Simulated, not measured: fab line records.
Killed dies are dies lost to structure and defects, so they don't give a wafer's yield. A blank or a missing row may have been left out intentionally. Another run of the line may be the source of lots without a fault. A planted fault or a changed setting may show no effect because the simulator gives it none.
8D (eight disciplines) problem report, filled in by code + flow nand-harc + the parts of the form that need people (team, actions taken, sign-off) are left out

## 1. PROBLEM STATEMENT
killed-dies at NHARC_END_SORT_01 reads a mean of 522 on 3 wafers of 2 lots; wafers without a fault read 31 with a standard deviation of 10. That puts it +49 standard deviations away from the usual mean.
First observed at day 21 12:47: wafer L202.1, on prober-01. Wafers with a number at this step in the record: 33, from 11 lots. The rule behind "out" and "out of limits": a value lying over 4 standard deviations away from the usual mean. The other wafers with a number count as sound.

## 2. WHAT IT IS AND WHAT IT IS NOT
| question                    | is                           | is not                                                                                                              |
|-----------------------------|------------------------------|---------------------------------------------------------------------------------------------------------------------|
| which readings at this step | killed-dies, killed-at-array | killed-at-periphery, killed-open, killed-short                                                                      |
| which lots                  | L202, L206                   | L194, L200, L201, L203, L204, L207, L214, L216, L217                                                                |
| which wafers of those lots  | L202.1, L206.1, L206.5       | L202.3, L202.6, L206.3                                                                                              |
| read on which gauges        | prober-01                    | prober-02                                                                                                           |
| when                        | from day 21 12:47            | up to then (7 sound wafers); but 23 sound wafers of L201, L202, L203, L204, L206, L207, L214, L216, L217 came after |

## 3. WHAT RULES OUT EACH SUSPECT
Counting: a tool at a process step up to the reading stays a suspect if it ran every lot that is out. Sound lots after the first of them don't rule it out here, since some wafers of a struck lot are sound.
- the gauge at NHARC_END_SORT_01: kept. All the wafers that are out were read on prober-01, and no step on other tools shows them out.
- rie-diel-08 at NHARC_A_STAIRCASE_HM_OPEN_463 (chemistry O2/COS): kept. Ran every lot that is out, first one L202 (day 14 00:46); last sound lot up to then L201 (day 13 23:05).
- rie-diel-08 at NHARC_A_STAIRCASE_ETCH_315 (etches the open film in C4F8/O2/Ar, target depth 2500 nm, time 607.1 s): kept. Ran every lot that is out, first one L202 (day 21 12:47); last sound lot up to then L200 (day 20 16:58). With no start given for some of its lots, NHARC_A_STAIRCASE_ETCH_315 uses the hours and lot order of NHARC_END_SORT_01.
- Within rie-diel-08 at NHARC_A_STAIRCASE_HM_OPEN_463: the wafers that are out ran in chambers 2, 3; their sound lot-mates ran in chambers 0, 1.
rie-diel-08 at NHARC_A_STAIRCASE_HM_OPEN_463, rie-diel-08 at NHARC_A_STAIRCASE_ETCH_315 and prober-01 at NHARC_END_SORT_01 are what is left after counting.

## 4. THE CAUSE (what the simulator had put in)
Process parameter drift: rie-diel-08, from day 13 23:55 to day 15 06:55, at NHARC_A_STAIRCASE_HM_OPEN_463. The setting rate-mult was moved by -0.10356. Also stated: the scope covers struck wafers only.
After counting, 3 suspects remain, this tool included.

## 5. THE CHAIN OF EFFECTS, in route order
One row per reading whose mean, taken over the struck wafers that have a number, lies over 3 standard deviations from the usual. Only readings whose record carries a usual standard deviation are examined. hours: median over the lots of the time between each lot's start at the first step of this table that gives one and its start at this step. sigmas: the change, counted in usual standard deviations.
| hours | step                          | reading         | usual      | on struck wafers | change | sigmas |
|-------|-------------------------------|-----------------|------------|------------------|--------|--------|
| 0     | NHARC_A_STAIRCASE_HM_OPEN_463 | oes-product-au  | 1.003 a.u. | 0.952            | -0.051 | -3.4   |
| 175   | NHARC_END_SORT_01             | killed-at-array | 27         | 515              | +488   | +49    |
| 175   | NHARC_END_SORT_01             | killed-dies     | 31         | 522              | +491   | +49    |
The process steps in it:
- NHARC_A_STAIRCASE_HM_OPEN_463: chemistry O2/COS.

## 6. HOW IT WOULD HAVE BEEN CAUGHT EARLIER
181 hours passed between the start of the fault at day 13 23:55 and the first reading out of limits at a measuring or inspecting step in this record, taken at day 21 12:47.
Tool readings at NHARC_A_STAIRCASE_HM_OPEN_463 with a usual standard deviation given in the record: none out on any struck wafer, hence no alarm at a limit of 4 standard deviations on them.
Lots out: 2; all had begun NHARC_A_STAIRCASE_HM_OPEN_463 on rie-diel-08 by day 21 12:47. Holding the tool at that point would not have protected any of them.
